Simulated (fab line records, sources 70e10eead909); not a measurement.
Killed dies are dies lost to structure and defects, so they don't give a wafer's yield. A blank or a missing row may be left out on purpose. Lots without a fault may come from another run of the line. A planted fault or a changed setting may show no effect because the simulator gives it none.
Which tool did it? | flow nand_harc | 12 lots, 36 wafers sampled, at 5 steps of a route of 1302

WHAT THE GAUGES READ, wafer by wafer
NHARC_END_SORT_01. Usual: killed_at_array 56, standard deviation 19; killed_at_other 0.6, standard deviation 1; killed_at_periphery 3.9, standard deviation 2.7; killed_dies 61, standard deviation 19; killed_open 3.3, standard deviation 1.9; killed_short 2.4, standard deviation 1.7.
lot  | measured     | on        | killed_at_array | killed_at_other | killed_at_periphery | killed_dies | killed_open | killed_short | flag
L212 | day 30 20:13 | prober-02 | 673 669 673     | 0 1 0           | 4 7 4               | 677 677 677 | 1 2 3       | 3 3 4        | OFF
L213 | day 30 22:01 | prober-01 | 673 668 670     | 2 5 2           | 2 4 5               | 677 677 677 | 3 7 7       | 3 1 5        | OFF

WHICH TOOL RAN EACH LOT (tool, then ch and the chambers of the sampled wafers, then the start)
lot  | NHARC_A_SLIT_ETCH_17             | NHARC_A_SLIT_ETCH_29               | NHARC_A_WL_FILL_ETCHBACK_04       | NHARC_A_WL_FILL_ALD_10
L197 | har_etch-02 ch 0,1, day 20 15:37 | rie_diel-05 ch 1,2,3, day 20 20:07 | rie_metal-02 ch 0,1, day 21 04:20 | ald_hk-03 ch 0,3, day 21 10:44
L199 | har_etch-01 ch 0,1, day 20 19:46 | rie_diel-13 ch 1,3, day 20 23:41   | rie_metal-03 ch 0,1, day 21 08:27 | ald_hk-01 ch 0,2, day 21 13:51
L200 | har_etch-02 ch 0,1, day 20 23:38 | rie_diel-13 ch 0,2,3, day 21 04:08 | rie_metal-01 ch 0,1, day 21 14:35 | ald_hk-04 ch 0,2, day 21 20:57
L201 | har_etch-01 ch 1, day 22 03:30   | rie_diel-13 ch 0,3, day 22 07:26   | rie_metal-01 ch 0,1, day 22 15:57 | ald_hk-04 ch 2,3, day 22 22:07
L203 | har_etch-02 ch 0,1, day 22 18:38 | rie_diel-01 ch 0,1,2, day 22 23:10 | rie_metal-01 ch 0,1, day 23 07:59 | ald_hk-04 ch 0,1,2, day 23 15:29
L206 | har_etch-01 ch 0, day 24 03:29   | rie_diel-13 ch 1,2,3, day 24 07:25 | rie_metal-02 ch 0,1, day 24 15:57 | ald_hk-04 ch 0,1,3, day 24 23:20
L209 | har_etch-02 ch 0,1, day 24 23:17 | rie_diel-01 ch 0,1, day 25 03:50   | rie_metal-01 ch 0,1, day 25 12:37 | ald_hk-03 ch 0,1,3, day 25 17:53
L207 | har_etch-01 ch 0,1, day 25 00:15 | rie_diel-05 ch 0,1,3, day 25 04:08 | rie_metal-02 ch 0,1, day 25 12:38 | ald_hk-01 ch 1,2,3, day 25 19:40
L208 | har_etch-01 ch 0,1, day 25 08:34 | rie_diel-01 ch 1,2, day 25 13:08   | rie_metal-03 ch 0,1, day 25 22:31 | ald_hk-01 ch 1,2,3, day 26 05:44
L212 | har_etch-01 ch 1, day 26 08:19   | rie_diel-05 ch 0,2, day 26 12:46   | rie_metal-03 ch 1, day 26 21:28   | ald_hk-01 ch 1,3, day 27 03:02
L213 | har_etch-02 ch 0,1, day 26 08:22 | rie_diel-01 ch 0,2, day 26 12:55   | rie_metal-02 ch 0,1, day 26 21:22 | ald_hk-03 ch 0,1,3, day 27 03:02
L211 | har_etch-01 ch 1, day 26 12:41   | rie_diel-01 ch 1,2, day 26 16:37   | rie_metal-02 ch 0, day 27 02:01   | ald_hk-04 ch 0,1, day 27 07:46
- NHARC_A_SLIT_ETCH_17: etches the open film in C4F8/O2/Ar, time 4254.5 s, target depth 20300 nm.
- NHARC_A_SLIT_ETCH_29: etches the open film in CF4/O2, target depth 100 nm, overetch 10 nm, time 55 s.
- NHARC_A_WL_FILL_ETCHBACK_04: etches the open film in NF3, target depth 60 nm, time 120 s.
- NHARC_A_WL_FILL_ALD_10: deposits SiO2, target thk 50 nm, pulse time 10 s, ald cycles 500.

WHAT THE TOOLS THEMSELVES READ (means of the sampled wafers that have a number; where no wafer has one, the mark that the record gives instead)
NHARC_A_SLIT_ETCH_17. Usual: drypump_motor_current_A 5.50 A, standard deviation 0.26; showerhead_plenum_p_Torr 3.69 Torr, standard deviation 0.11; throttle_valve_pct 32.046 %, standard deviation 0.0097.
lot  | tool        | drypump_motor_current_A (A) | showerhead_plenum_p_Torr (Torr) | throttle_valve_pct (%) | flag
L197 | har_etch-02 | 5.30                        | 3.76                            | 32.057                 |
L199 | har_etch-01 | 5.54                        | 3.64                            | 32.047                 |
L200 | har_etch-02 | 5.53                        | 3.83                            | 32.039                 |
L201 | har_etch-01 | 5.49                        | 3.63                            | 32.047                 |
L203 | har_etch-02 | 5.31                        | 3.75                            | 32.037                 |
L206 | har_etch-01 | 5.64                        | 3.62                            | 32.052                 |
L209 | har_etch-02 | 5.29                        | 3.73                            | 32.052                 |
L207 | har_etch-01 | 5.59                        | 3.61                            | 32.043                 |
L208 | har_etch-01 | 5.60                        | 3.61                            | 32.048                 |
L212 | har_etch-01 | 5.49                        | 3.60                            | 32.062                 |
L213 | har_etch-02 | 5.29                        | 3.72                            | 32.044                 |
L211 | har_etch-01 | 5.50                        | 3.60                            | 32.044                 |

NHARC_A_SLIT_ETCH_29. Usual: drypump_motor_current_A 5.7 A, standard deviation 0.35; oes_product_au 1.003 a.u., standard deviation 0.012; rf_vpp_V 197.9 V, standard deviation 1.5; showerhead_plenum_p_Torr 1.35 Torr, standard deviation 0.061; throttle_valve_pct 13.397 %, standard deviation 0.0083.
lot  | tool        | drypump_motor_current_A (A) | oes_product_au (a.u.) | rf_vpp_V (V) | showerhead_plenum_p_Torr (Torr) | throttle_valve_pct (%) | flag
L197 | rie_diel-05 | 6.3                         | 1.010                 | 198.6        | 1.39                            | 13.400                 |
L199 | rie_diel-13 | 5.8                         | 1.017                 | 197.4        | 1.32                            | 13.397                 |
L200 | rie_diel-13 | 5.7                         | 1.013                 | 196.0        | 1.31                            | 13.398                 |
L201 | rie_diel-13 | 5.6                         | 0.998                 | 196.7        | 1.26                            | 13.388                 |
L203 | rie_diel-01 | 5.6                         | 0.992                 | 198.5        | 1.36                            | 13.397                 |
L206 | rie_diel-13 | 5.7                         | 1.000                 | 197.2        | 1.33                            | 13.398                 |
L209 | rie_diel-01 | 5.6                         | 1.000                 | 197.2        | 1.32                            | 13.391                 |
L207 | rie_diel-05 | 5.9                         | 1.007                 | 199.4        | 1.38                            | 13.397                 |
L208 | rie_diel-01 | 5.5                         | 1.002                 | 199.3        | 1.39                            | 13.398                 |
L212 | rie_diel-05 | 5.5                         | 0.981                 | 198.8        | 1.41                            | 13.403                 |
L213 | rie_diel-01 | 5.4                         | 0.993                 | 197.1        | 1.31                            | 13.394                 |
L211 | rie_diel-01 | 5.6                         | 0.993                 | 198.9        | 1.39                            | 13.395                 |

NHARC_A_WL_FILL_ETCHBACK_04. Usual: chamber_pressure_mTorr 300.00 mTorr, standard deviation 0.26; drypump_motor_current_A 5.8 A, standard deviation 0.46; oes_product_au 0.995 a.u., standard deviation 0.013.
lot  | tool         | chamber_pressure_mTorr (mTorr) | drypump_motor_current_A (A) | oes_product_au (a.u.) | flag
L197 | rie_metal-02 | 300.27                         | 5.9                         | 0.983                 |
L199 | rie_metal-03 | 299.94                         | 5.3                         | 1.011                 |
L200 | rie_metal-01 | 300.15                         | 5.9                         | 1.004                 |
L201 | rie_metal-01 | 300.22                         | 5.7                         | 1.001                 |
L203 | rie_metal-01 | 299.82                         | 5.8                         | 1.001                 |
L206 | rie_metal-02 | 299.69                         | 6.0                         | 0.995                 |
L209 | rie_metal-01 | 299.94                         | 5.7                         | 0.981                 |
L207 | rie_metal-02 | 299.95                         | 5.9                         | 0.993                 |
L208 | rie_metal-03 | 299.72                         | 5.8                         | 1.013                 |
L212 | rie_metal-03 | -                              | -                           | -                     | OFF
L213 | rie_metal-02 | -                              | -                           | -                     | OFF
L211 | rie_metal-02 | 299.91                         | 6.0                         | 0.982                 |

NHARC_A_WL_FILL_ALD_10. Usual: heater_power_w 494 W, standard deviation 37; precursor_pulse_height_rel 1.001, standard deviation 0.019.
lot  | tool      | heater_power_w (W) | precursor_pulse_height_rel | flag
L197 | ald_hk-03 | 552                | 0.990                      |
L199 | ald_hk-01 | 489                | 1.008                      |
L200 | ald_hk-04 | 478                | 1.006                      |
L201 | ald_hk-04 | 479                | 0.980                      |
L203 | ald_hk-04 | 461                | 0.996                      |
L206 | ald_hk-04 | 459                | 0.995                      |
L209 | ald_hk-03 | 536                | 1.014                      |
L207 | ald_hk-01 | 521                | 1.012                      |
L208 | ald_hk-01 | 515                | 1.006                      |
L212 | ald_hk-01 | 507                | 1.002                      |
L213 | ald_hk-03 | 540                | 1.021                      |
L211 | ald_hk-04 | 449                | 0.995                      |

THE ANSWER, worked out from the rows above alone
Rule: a lot is off if the mean of its wafers that have a number lies more than 3 standard deviations from the usual mean. A lot without any number at a reading at which 4 lots or more have one is off too. The other lots that the step has rows for count as sound. The gauges are gone through in route order, then the tools' own readings, and for those a lot's mean is taken as printed above. The first step at which some lot is off is used, and at that step the reading that is off furthest; a lot without a number counts as furthest.
Off: L212, L213, at NHARC_END_SORT_01 (killed_dies). Neither off nor sound, because the step has no rows for them: L197, L199, L200, L201, L203, L206, L209, L207, L208, L211.
A tool fits if, at a process step before that reading, it ran every lot that is off, and no sound lot after the first of them. The gauges at NHARC_END_SORT_01 aren't tried: what is off there is off at NHARC_A_WL_FILL_ETCHBACK_04 too, on other tools, and a gauge's error can't cause that. None of those tried fits.

WHAT THE SIMULATOR HAD PUT IN
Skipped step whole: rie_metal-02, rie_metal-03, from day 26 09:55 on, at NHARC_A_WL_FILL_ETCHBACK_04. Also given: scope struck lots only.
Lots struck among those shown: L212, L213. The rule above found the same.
